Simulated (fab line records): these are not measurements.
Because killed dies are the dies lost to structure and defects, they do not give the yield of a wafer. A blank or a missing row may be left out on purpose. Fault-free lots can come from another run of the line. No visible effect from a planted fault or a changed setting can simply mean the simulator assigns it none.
Which tool was responsible?	flow nand_harc	22 lots, 66 wafers sampled, at 6 steps of a route of 1159

== WHAT THE GAUGES SHOWED, per wafer ==
The record holds no reading of a measuring or inspecting step that can be judged against a usual standard deviation.

== WHAT TOOL EACH LOT RAN ON (gives the tool, then ch and the chambers of the sampled wafers, and finally the start) ==
lot	NHARC_A_STAIRCASE_TRIM_193	NHARC_A_STAIRCASE_TRIM_198	NHARC_A_STAIRCASE_TRIM_200	NHARC_A_STAIRCASE_TRIM_231	NHARC_A_STAIRCASE_DEP_301	NHARC_A_STAIRCASE_HM_OPEN_463
L074	rie_diel-12 ch 2,3, day 12 02:02 or earlier	rie_diel-01 ch 1,2, day 12 02:02 or earlier	rie_diel-01 ch 0,2, day 12 02:02 or earlier	rie_diel-10 ch 0,2, day 12 02:02 or earlier	pecvd-03 ch 0,2, day 12 02:02	rie_diel-12 ch 1,2,3, no start
L075	rie_diel-01 ch 0,1,2, day 12 06:43 or earlier	rie_diel-12 ch 1,2,3, day 12 06:43 or earlier	rie_diel-12 ch 0,1, day 12 06:43 or earlier	rie_diel-01 ch 0,2,3, day 12 06:43 or earlier	pecvd-01 ch 0,2, day 12 06:43	rie_diel-01 ch 1,2,3, no start
L076	rie_diel-01 ch 1,2, day 12 08:33 or earlier	rie_diel-01 ch 0,3, day 12 08:33 or earlier	rie_diel-01 ch 0,1,3, day 12 08:33 or earlier	rie_diel-10 ch 0,1, day 12 08:33 or earlier	pecvd-01 ch 0,1,2, day 12 08:33	rie_diel-12 ch 1,2,3, no start
L079	rie_diel-10 ch 0,1,2, day 12 19:30 or earlier	rie_diel-12 ch 0,2, day 12 19:30 or earlier	rie_diel-12 ch 2,3, day 12 19:30 or earlier	rie_diel-01 ch 1,2,3, day 12 19:30 or earlier	pecvd-01 ch 1,2, day 12 19:30	rie_diel-01 ch 0,2, no start
L077	rie_diel-12 ch 0,1,2, day 12 16:10 or earlier	rie_diel-12 ch 2,3, day 12 16:10 or earlier	rie_diel-12 ch 2,3, day 12 16:10 or earlier	rie_diel-10 ch 1,2,3, day 12 16:10 or earlier	pecvd-01 ch 0,1,2, day 12 16:10	rie_diel-12 ch 1,2, no start
L080	rie_diel-12 ch 2,3, day 12 21:41 or earlier	rie_diel-10 ch 0,1,2, day 12 21:41 or earlier	rie_diel-10 ch 0,1,2, day 12 21:41 or earlier	rie_diel-10 ch 1,2,3, day 12 21:41 or earlier	pecvd-01 ch 0,1,2, day 12 21:41	rie_diel-12 ch 0,1, no start
L078	rie_diel-10 ch 0,2,3, day 12 22:11 or earlier	rie_diel-12 ch 1,2, day 12 22:11 or earlier	rie_diel-12 ch 0,2,3, day 12 22:11 or earlier	rie_diel-10 ch 0,2,3, day 12 22:11 or earlier	pecvd-02 ch 0,1,2, day 12 22:11	rie_diel-10 ch 0,2, no start
L081	rie_diel-10 ch 0,1, day 13 09:19 or earlier	rie_diel-10 ch 0,1,3, day 13 09:19 or earlier	rie_diel-10 ch 1,2, day 13 09:19 or earlier	rie_diel-10 ch 0,1,2, day 13 09:19 or earlier	pecvd-02 ch 0,1,2, day 13 09:19	rie_diel-01 ch 0,3, no start
L083	rie_diel-01 ch 1,2,3, day 13 22:34 or earlier	rie_diel-10 ch 2,3, day 13 22:34 or earlier	rie_diel-10 ch 1,2,3, day 13 22:34 or earlier	rie_diel-12 ch 0,1,3, day 13 22:34 or earlier	pecvd-02 ch 0,1,2, day 13 22:34	rie_diel-12 ch 0,1,3, no start
L082	rie_diel-12 ch 2,3, day 13 23:29 or earlier	rie_diel-01 ch 2,3, day 13 23:29 or earlier	rie_diel-01 ch 0,1,2, day 13 23:29 or earlier	rie_diel-10 ch 2,3, day 13 23:29 or earlier	pecvd-01 ch 0,1,2, day 13 23:29	rie_diel-01 ch 1,2,3, no start
L084	rie_diel-10 ch 1,2,3, day 14 10:19 or earlier	rie_diel-10 ch 0,1,3, day 14 10:19 or earlier	rie_diel-10 ch 0,3, day 14 10:19 or earlier	rie_diel-10 ch 1,2,3, day 14 10:19 or earlier	pecvd-02 ch 0,1, day 14 10:19	rie_diel-10 ch 1,2,3, no start
L085	rie_diel-10 ch 0,2,3, day 14 21:34 or earlier	rie_diel-10 ch 2,3, day 14 21:34 or earlier	rie_diel-10 ch 0,2,3, day 14 21:34 or earlier	rie_diel-12 ch 0,1, day 14 21:34 or earlier	pecvd-02 ch 0,2, day 14 21:34	rie_diel-01 ch 0,1, no start
L087	rie_diel-12 ch 1,2,3, day 14 21:44 or earlier	rie_diel-10 ch 0,3, day 14 21:44 or earlier	rie_diel-10 ch 0,1,3, day 14 21:44 or earlier	rie_diel-10 ch 1,2,3, day 14 21:44 or earlier	pecvd-02 ch 0,1,2, day 14 21:44	rie_diel-12 ch 1,2, no start
L088	rie_diel-10 ch 0,3, day 15 17:49 or earlier	rie_diel-10 ch 0,2, day 15 17:49 or earlier	rie_diel-10 ch 0,3, day 15 17:49 or earlier	rie_diel-12 ch 0,3, day 15 17:49 or earlier	pecvd-01 ch 1,2, day 15 17:49	rie_diel-12 ch 0,2, no start
L090	rie_diel-10 ch 2,3, day 15 21:52 or earlier	rie_diel-01 ch 0,1, day 15 21:52 or earlier	rie_diel-01 ch 1,2,3, day 15 21:52 or earlier	rie_diel-10 ch 2,3, day 15 21:52 or earlier	pecvd-02 ch 0,1,2, day 15 21:52	rie_diel-12 ch 0,3, no start
L091	rie_diel-12 ch 0,2,3, day 15 22:53 or earlier	rie_diel-12 ch 0,1,2, day 15 22:53 or earlier	rie_diel-12 ch 1,2, day 15 22:53 or earlier	rie_diel-01 ch 2,3, day 15 22:53 or earlier	pecvd-02 ch 1,2, day 15 22:53	rie_diel-01 ch 0,1, no start
L093	rie_diel-10 ch 0,1,3, day 16 04:06 or earlier	rie_diel-10 ch 0,1,2, day 16 04:06 or earlier	rie_diel-10 ch 0,1,2, day 16 04:06 or earlier	rie_diel-01 ch 0,2,3, day 16 04:06 or earlier	pecvd-01 ch 0,1,2, day 16 04:06	rie_diel-01 ch 0,1,3, no start
L092	rie_diel-01 ch 2,3, day 16 03:54 or earlier	rie_diel-01 ch 0,1,2, day 16 03:54 or earlier	rie_diel-01 ch 0,1,2, day 16 03:54 or earlier	rie_diel-10 ch 0,1,2, day 16 03:54 or earlier	pecvd-01 ch 0,1, day 16 03:54	rie_diel-12 ch 0,2,3, no start
L095	rie_diel-12 ch 1,2, day 16 15:36 or earlier	rie_diel-01 ch 0,3, day 16 15:36 or earlier	rie_diel-01 ch 0,1,2, day 16 15:36 or earlier	rie_diel-01 ch 1,2, day 16 15:36 or earlier	pecvd-03 ch 0,1, day 16 15:36	rie_diel-10 ch 0,2,3, no start
L094	rie_diel-01 ch 1,2, day 16 18:39 or earlier	rie_diel-12 ch 0,1,3, day 16 18:39 or earlier	rie_diel-12 ch 0,2,3, day 16 18:39 or earlier	rie_diel-01 ch 1,3, day 16 18:39 or earlier	pecvd-02 ch 0,1,2, day 16 18:39	rie_diel-10 ch 0,3, no start
L096	rie_diel-12 ch 0,2,3, day 16 17:08 or earlier	rie_diel-01 ch 0,2,3, day 16 17:08 or earlier	rie_diel-01 ch 0,1,3, day 16 17:08 or earlier	rie_diel-12 ch 0,1,2, day 16 17:08 or earlier	pecvd-03 ch 0,1,2, day 16 17:08	rie_diel-01 ch 0,2,3, no start
L097	rie_diel-01 ch 0,1, day 17 18:52 or earlier	rie_diel-01 ch 1,2, day 17 18:52 or earlier	rie_diel-01 ch 0,2,3, day 17 18:52 or earlier	rie_diel-12 ch 1,2, day 17 18:52 or earlier	pecvd-02 ch 1,2, day 17 18:52	rie_diel-10 ch 0,1, no start
- NHARC_A_STAIRCASE_TRIM_193: chemistry O2, time 211.2 s.
- NHARC_A_STAIRCASE_TRIM_198: chemistry O2, time 211.2 s.
- NHARC_A_STAIRCASE_TRIM_200: chemistry O2, time 211.2 s.
- NHARC_A_STAIRCASE_TRIM_231: chemistry O2, time 211.2 s.
- NHARC_A_STAIRCASE_DEP_301: deposits SiON, target thk 30 nm.
- NHARC_A_STAIRCASE_HM_OPEN_463: chemistry O2/COS.

== AS READ BY THE TOOLS THEMSELVES (means over the sampled wafers that have a number; for cases with no such wafer, the mark the record gives instead) ==
NHARC_A_STAIRCASE_TRIM_193. Usual: drypump_motor_current_A 5.6 A, standard deviation 0.5; oes_product_au 1.003 a.u., standard deviation 0.0061; rf_vpp_V 57.8 V, standard deviation 0.82; showerhead_plenum_p_Torr 3.51 Torr, standard deviation 0.18; throttle_valve_pct 17.036 %, standard deviation 0.0087.
lot	tool	drypump_motor_current_A (A)	oes_product_au (a.u.)	rf_vpp_V (V)	showerhead_plenum_p_Torr (Torr)	throttle_valve_pct (%)	flag
L074	rie_diel-12	5.2	1.002	58.2	3.63	17.032	
L075	rie_diel-01	6.3	0.995	57.1	3.47	17.039	
L076	rie_diel-01	6.4	1.001	57.8	3.55	17.040	
L079	rie_diel-10	5.6	1.008	57.4	3.38	17.033	
L077	rie_diel-12	5.2	1.002	58.0	3.60	17.037	
L080	rie_diel-12	5.1	1.002	57.5	3.47	17.025	
L078	rie_diel-10	5.3	1.000	56.8	3.42	17.029	
L081	rie_diel-10	5.7	1.010	57.7	3.37	17.039	
L083	rie_diel-01	6.2	1.006	58.5	3.59	17.031	
L082	rie_diel-12	5.2	1.009	58.5	3.63	17.043	
L084	rie_diel-10	5.4	1.006	57.9	3.38	17.038	
L085	rie_diel-10	5.3	1.005	57.7	3.41	17.028	
L087	rie_diel-12	5.2	1.005	57.8	3.59	17.046	
L088	rie_diel-10	5.4	0.997	57.6	3.44	17.031	
L090	rie_diel-10	5.2	1.000	57.2	3.38	17.038	
L091	rie_diel-12	5.2	0.995	58.0	3.62	17.037	
L093	rie_diel-10	5.5	1.003	57.5	3.41	17.035	
L092	rie_diel-01	6.4	1.002	57.9	3.62	17.031	
L095	rie_diel-12	4.9	1.000	57.4	3.41	17.041	
L094	rie_diel-01	6.0	1.007	57.5	3.54	17.040	
L096	rie_diel-12	5.3	0.999	58.5	3.61	17.045	
L097	rie_diel-01	5.9	1.002	57.5	3.46	17.037	

NHARC_A_STAIRCASE_TRIM_198. Usual: drypump_motor_current_A 5.6 A, standard deviation 0.53; oes_product_au 1.001 a.u., standard deviation 0.006; rf_vpp_V 57.8 V, standard deviation 0.95; showerhead_plenum_p_Torr 3.51 Torr, standard deviation 0.18; throttle_valve_pct 17.037 %, standard deviation 0.0086.
lot	tool	drypump_motor_current_A (A)	oes_product_au (a.u.)	rf_vpp_V (V)	showerhead_plenum_p_Torr (Torr)	throttle_valve_pct (%)	flag
L074	rie_diel-01	6.0	1.002	57.4	3.56	17.026	
L075	rie_diel-12	5.1	1.000	58.8	3.60	17.034	
L076	rie_diel-01	6.3	1.001	58.0	3.56	17.036	
L079	rie_diel-12	5.1	1.000	57.7	3.47	17.039	
L077	rie_diel-12	5.2	0.998	58.2	3.63	17.027	
L080	rie_diel-10	5.6	1.006	58.2	3.37	17.035	
L078	rie_diel-12	5.1	1.004	58.1	3.57	17.037	
L081	rie_diel-10	5.5	1.000	57.6	3.42	17.033	
L083	rie_diel-10	5.1	0.994	57.7	3.43	17.034	
L082	rie_diel-01	6.4	0.998	57.9	3.63	17.041	
L084	rie_diel-10	5.5	1.000	57.6	3.41	17.039	
L085	rie_diel-10	5.1	1.000	57.5	3.43	17.045	
L087	rie_diel-10	5.2	0.996	57.4	3.46	17.042	
L088	rie_diel-10	5.4	1.000	58.0	3.37	17.033	
L090	rie_diel-01	5.9	1.006	58.4	3.47	17.045	
L091	rie_diel-12	5.2	1.001	58.0	3.58	17.039	
L093	rie_diel-10	5.6	1.002	57.5	3.36	17.033	
L092	rie_diel-01	6.2	0.999	57.2	3.45	17.037	
L095	rie_diel-01	6.3	1.000	58.3	3.54	17.039	
L094	rie_diel-12	5.4	1.007	58.4	3.74	17.043	
L096	rie_diel-01	6.5	1.004	57.2	3.49	17.035	
L097	rie_diel-01	6.0	1.003	57.3	3.53	17.030	

NHARC_A_STAIRCASE_TRIM_200. Usual: drypump_motor_current_A 5.6 A, standard deviation 0.55; oes_product_au 1.001 a.u., standard deviation 0.0072; rf_vpp_V 57.7 V, standard deviation 1; showerhead_plenum_p_Torr 3.51 Torr, standard deviation 0.17; throttle_valve_pct 17.038 %, standard deviation 0.0081.
lot	tool	drypump_motor_current_A (A)	oes_product_au (a.u.)	rf_vpp_V (V)	showerhead_plenum_p_Torr (Torr)	throttle_valve_pct (%)	flag
L074	rie_diel-01	6.5	1.009	57.5	3.38	17.035	
L075	rie_diel-12	5.3	1.004	58.1	3.73	17.038	
L076	rie_diel-01	6.1	1.003	58.0	3.52	17.036	
L079	rie_diel-12	5.2	1.005	57.7	3.63	17.039	
L077	rie_diel-12	5.2	0.995	58.2	3.63	17.039	
L080	rie_diel-10	5.6	0.997	57.1	3.37	17.040	
L078	rie_diel-12	5.2	1.001	57.6	3.63	17.038	
L081	rie_diel-10	5.5	1.000	57.4	3.34	17.040	
L083	rie_diel-10	5.4	0.990	57.2	3.38	17.032	
L082	rie_diel-01	6.3	1.001	58.0	3.46	17.039	
L084	rie_diel-10	5.2	1.000	57.4	3.46	17.035	
L085	rie_diel-10	5.3	1.004	57.5	3.41	17.033	
L087	rie_diel-10	5.5	0.994	56.8	3.41	17.033	
L088	rie_diel-10	5.4	0.999	58.1	3.44	17.040	
L090	rie_diel-01	6.2	1.006	57.6	3.59	17.038	
L091	rie_diel-12	4.9	0.993	57.0	3.42	17.037	
L093	rie_diel-10	5.6	1.000	57.5	3.36	17.042	
L092	rie_diel-01	6.2	1.003	57.0	3.45	17.037	
L095	rie_diel-01	6.3	1.008	56.7	3.45	17.040	
L094	rie_diel-12	5.2	0.994	58.0	3.61	17.037	
L096	rie_diel-01	6.1	0.998	57.6	3.50	17.039	
L097	rie_diel-01	6.4	1.004	58.2	3.48	17.041	

NHARC_A_STAIRCASE_TRIM_231. Usual: drypump_motor_current_A 5.6 A, standard deviation 0.51; oes_product_au 1.001 a.u., standard deviation 0.0072; rf_vpp_V 57.7 V, standard deviation 0.92; showerhead_plenum_p_Torr 3.49 Torr, standard deviation 0.17; throttle_valve_pct 17.035 %, standard deviation 0.009.
lot	tool	drypump_motor_current_A (A)	oes_product_au (a.u.)	rf_vpp_V (V)	showerhead_plenum_p_Torr (Torr)	throttle_valve_pct (%)	flag
L074	rie_diel-10	5.4	1.006	58.1	3.38	17.030	
L075	rie_diel-01	6.4	0.997	58.1	3.51	17.031	
L076	rie_diel-10	5.7	1.015	57.7	3.41	17.041	
L079	rie_diel-01	6.2	0.999	58.5	3.60	17.031	
L077	rie_diel-10	5.4	0.994	57.5	3.39	17.034	
L080	rie_diel-10	5.4	1.001	58.3	3.39	17.033	
L078	rie_diel-10	5.3	0.994	57.8	3.42	17.029	
L081	rie_diel-10	5.6	0.996	57.8	3.37	17.039	
L083	rie_diel-12	5.4	1.009	58.4	3.76	17.037	
L082	rie_diel-10	5.1	1.008	57.6	3.43	17.031	
L084	rie_diel-10	5.4	0.995	57.9	3.38	17.035	
L085	rie_diel-12	5.3	1.006	59.1	3.72	17.029	
L087	rie_diel-10	5.4	0.994	58.0	3.38	17.027	
L088	rie_diel-12	5.5	0.999	57.6	3.78	17.041	
L090	rie_diel-10	5.1	0.997	57.7	3.42	17.033	
L091	rie_diel-01	6.4	0.999	57.7	3.62	17.038	
L093	rie_diel-01	6.4	1.008	57.1	3.49	17.051	
L092	rie_diel-10	5.6	1.001	57.5	3.36	17.023	
L095	rie_diel-01	6.3	1.006	57.8	3.53	17.035	
L094	rie_diel-01	5.9	1.010	57.7	3.60	17.036	
L096	rie_diel-12	5.2	0.993	57.7	3.58	17.042	
L097	rie_diel-12	5.0	0.993	58.8	3.76	17.030	

NHARC_A_STAIRCASE_DEP_301. Usual: heater_power_w 750 W, standard deviation 70; susceptor_temp_C 399.99 C, standard deviation 0.24.
lot	tool	heater_power_w (W)	susceptor_temp_C (C)	flag
L074	pecvd-03	802	400.03	
L075	pecvd-01	667	400.05	
L076	pecvd-01	711	400.23	
L079	pecvd-01	712	400.00	
L077	pecvd-01	718	399.96	
L080	pecvd-01	692	399.91	
L078	pecvd-02	744	400.18	
L081	pecvd-02	766	399.91	
L083	pecvd-02	836	399.84	
L082	pecvd-01	712	400.19	
L084	pecvd-02	759	400.04	
L085	pecvd-02	709	399.86	
L087	pecvd-02	779	399.84	
L088	pecvd-01	601	399.78	
L090	pecvd-02	741	399.80	
L091	pecvd-02	742	399.97	
L093	pecvd-01	752	400.04	
L092	pecvd-01	776	399.84	
L095	pecvd-03	753	399.99	
L094	pecvd-02	767	400.18	
L096	pecvd-03	788	399.99	
L097	pecvd-02	796	399.96	

NHARC_A_STAIRCASE_HM_OPEN_463. Usual: drypump_motor_current_A 5.7 A, standard deviation 0.55; oes_product_au 1.001 a.u., standard deviation 0.0072; rf_vpp_V 467 V, standard deviation 3.6; showerhead_plenum_p_Torr 3.12 Torr, standard deviation 0.16; throttle_valve_pct 28.331 %, standard deviation 0.0092.
lot	tool	drypump_motor_current_A (A)	oes_product_au (a.u.)	rf_vpp_V (V)	showerhead_plenum_p_Torr (Torr)	throttle_valve_pct (%)	flag
L074	rie_diel-12	5.1	1.006	468	3.18	28.335	
L075	rie_diel-01	6.2	0.992	468	3.18	28.330	
L076	rie_diel-12	5.1	1.006	469	3.18	28.331	
L079	rie_diel-01	6.5	1.001	465	3.05	28.323	
L077	rie_diel-12	5.1	1.012	468	3.15	28.329	
L080	rie_diel-12	5.4	0.998	472	3.33	28.334	
L078	rie_diel-10	5.4	1.000	464	2.99	28.330	
L081	rie_diel-01	6.3	1.001	467	3.14	28.328	
L083	rie_diel-12	5.4	1.004	472	3.32	28.329	
L082	rie_diel-01	6.2	1.002	468	3.18	28.328	
L084	rie_diel-10	5.4	1.001	464	2.99	28.333	
L085	rie_diel-01	5.9	1.011	466	3.07	28.332	
L087	rie_diel-12	5.1	1.003	468	3.14	28.327	
L088	rie_diel-12	5.3	0.994	468	3.19	28.331	
L090	rie_diel-12	5.5	1.000	472	3.34	28.328	
L091	rie_diel-01	5.9	1.006	466	3.07	28.330	
L093	rie_diel-01	6.1	1.006	467	3.10	28.330	
L092	rie_diel-12	5.2	1.000	469	3.19	28.333	
L095	rie_diel-10	5.3	1.005	464	3.01	28.322	
L094	rie_diel-10	5.4	1.004	465	3.04	28.329	
L096	rie_diel-01	6.4	0.994	466	3.08	28.323	
L097	rie_diel-10	5.7	0.998	464	2.99	28.333	

== THE ANSWER, worked out from the rows above alone ==
Rule: lot off if the mean of its wafers having a number is beyond 3 standard deviations from the usual mean. Also off: a lot with no number at a reading for which 4 or more lots have one. The other lots that the step has rows for count as sound. After the gauges, taken in route order, come the tools' own readings; for these a lot's mean is taken, as printed above. The first step at which some lot is off is used, and at that step the reading that is off furthest; a lot without a number counts as furthest.
No lot is off at any reading shown: from this, nothing can be told.

== WHAT THE SIMULATOR PUT IN ==
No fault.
